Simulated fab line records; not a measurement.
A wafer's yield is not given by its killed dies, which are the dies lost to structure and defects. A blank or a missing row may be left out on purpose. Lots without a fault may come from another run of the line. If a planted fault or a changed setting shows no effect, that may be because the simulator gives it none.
Split-lot study    flow n5Finfet    39 wafers read across 7 lots, on a route 1938 steps long

== ABOUT THE SPLIT ==
At N5_HKMG_FIN_ETCH_58 (etches SOC in N2/H2, target depth 215.8 nm, time 741 s), the setting biasW was moved away from the recipe's 13 W on 15 of the 39 wafers read, by -11.5% to +13.8%. This setting was run at the recipe's value on the other wafers.

Reading taken at the split's own step.

== THE READING ==
rfVppV, in V, at N5_HKMG_FIN_ETCH_58 (etches SOC in N2/H2, target depth 215.8 nm, time 741 s). Typical for fault-free wafers on this fab line: 99.3 V, with standard deviation 0.98 V.

wafer   tool, chamber at the split  biasW as run, W  against the recipe  rfVppV, V  against lot-mates on the recipe
L081.1  rieDiel-04, 2               13.91            +7.0%               103.8      +5.0
L081.2  rieDiel-04, 0               13.91            +7.0%               103.8      +5.0
L081.3  rieDiel-04, 1               13               recipe              97.9       -
L081.4  rieDiel-04, 3               13.91            +7.0%               103.7      +4.9
L081.5  rieDiel-04, 2               13               recipe              99.8       -
L081.6  rieDiel-04, 3               13               recipe              98.8       -
L082.1  rieDiel-01, 3               13               recipe              98.6       -
L082.2  rieDiel-01, 2               11.51            -11.5%              92.7       -5.6
L082.3  rieDiel-01, 0               11.51            -11.5%              90.3       -8.0
L082.4  rieDiel-01, 3               13               recipe              98.8       -
L082.5  rieDiel-01, 0               13               recipe              97.4       -
L082.6  rieDiel-01, 2               11.51            -11.5%              92.3       -6.0
L083.1  rieDiel-02, 2               13               recipe              99.0       -
L083.2  rieDiel-02, 1               13               recipe              98.3       -
L083.3  rieDiel-02, 0               13               recipe              100.6      -
L083.4  rieDiel-02, 3               13               recipe              98.6       -
L083.5  rieDiel-02, 3               13               recipe              98.0       -
L083.6  rieDiel-02, 0               13               recipe              100.3      -
L086.4  rieDiel-02, 0               13               recipe              100.0      -
L086.5  rieDiel-02, 0               13               recipe              98.7       -
L086.6  rieDiel-02, 3               13               recipe              101.8      -
L089.1  rieDiel-02, 0               13               recipe              100.1      -
L089.2  rieDiel-02, 3               14.58            +12.2%              105.9      +6.1
L089.3  rieDiel-02, 1               13               recipe              100.0      -
L089.4  rieDiel-02, 2               13               recipe              99.3       -
L089.5  rieDiel-02, 3               14.58            +12.2%              107.3      +7.5
L089.6  rieDiel-02, 0               14.58            +12.2%              107.3      +7.5
L094.1  rieDiel-01, 1               14.8             +13.8%              108.2      +10.0
L094.2  rieDiel-01, 2               14.8             +13.8%              108.1      +9.9
L094.3  rieDiel-01, 3               14.8             +13.8%              107.8      +9.6
L094.4  rieDiel-01, 0               13               recipe              98.9       -
L094.5  rieDiel-01, 1               13               recipe              98.7       -
L094.6  rieDiel-01, 0               13               recipe              96.9       -
L096.1  rieDiel-04, 3               13.72            +5.5%               101.9      +2.6
L096.2  rieDiel-04, 0               13               recipe              99.3       -
L096.3  rieDiel-04, 2               13.72            +5.5%               103.2      +3.9
L096.4  rieDiel-04, 1               13               recipe              99.5       -
L096.5  rieDiel-04, 2               13               recipe              99.2       -
L096.6  rieDiel-04, 1               13.72            +5.5%               103.9      +4.6

THE FIT
A straight line over all 39 wafers: rfVppV changes by +0.645 V for each +1% of biasW; r = +0.97; the points scatter about the line by 0.95 V.
The same after taking each lot's own level away (the mean of its wafers on the recipe; 39 wafers): +0.631 V for each +1%; r = +0.98; scatter 0.9 V.
The reading moves by 8.7 V for the largest change in biasW, on that fit.
Measured against the standard deviation above, the lots' own levels, which go from 98.17 to 100.17 V, span 2.0 times it.
The two slopes agree, so the slope changes little with the lot-to-lot level.
Check: for one of the wafers moved furthest among these (+13.8%), held out of the fit, the line's prediction against its lot-mates is +8.73 V. It came out at +10 V against them.
Tool readings at the split's step, against how far the setting was moved: rfVppV r = +0.97.

== THESE WAFERS: OTHER SPLITS ==
These wafers also went through other splits before the reading. Each is held against what the fit with the lots' levels taken away leaves over:
other split on the same wafers     wafers away from the commonest value  r with rfVppV (lot level and that fit taken away)
N5_SD_EPI_N_EPI_21 epiGrowthTimeS  15                                    +0.06

== FILE'S OWN FIT ==
rfVppV changes by +0.639 V for each +1% of biasW, r = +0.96.
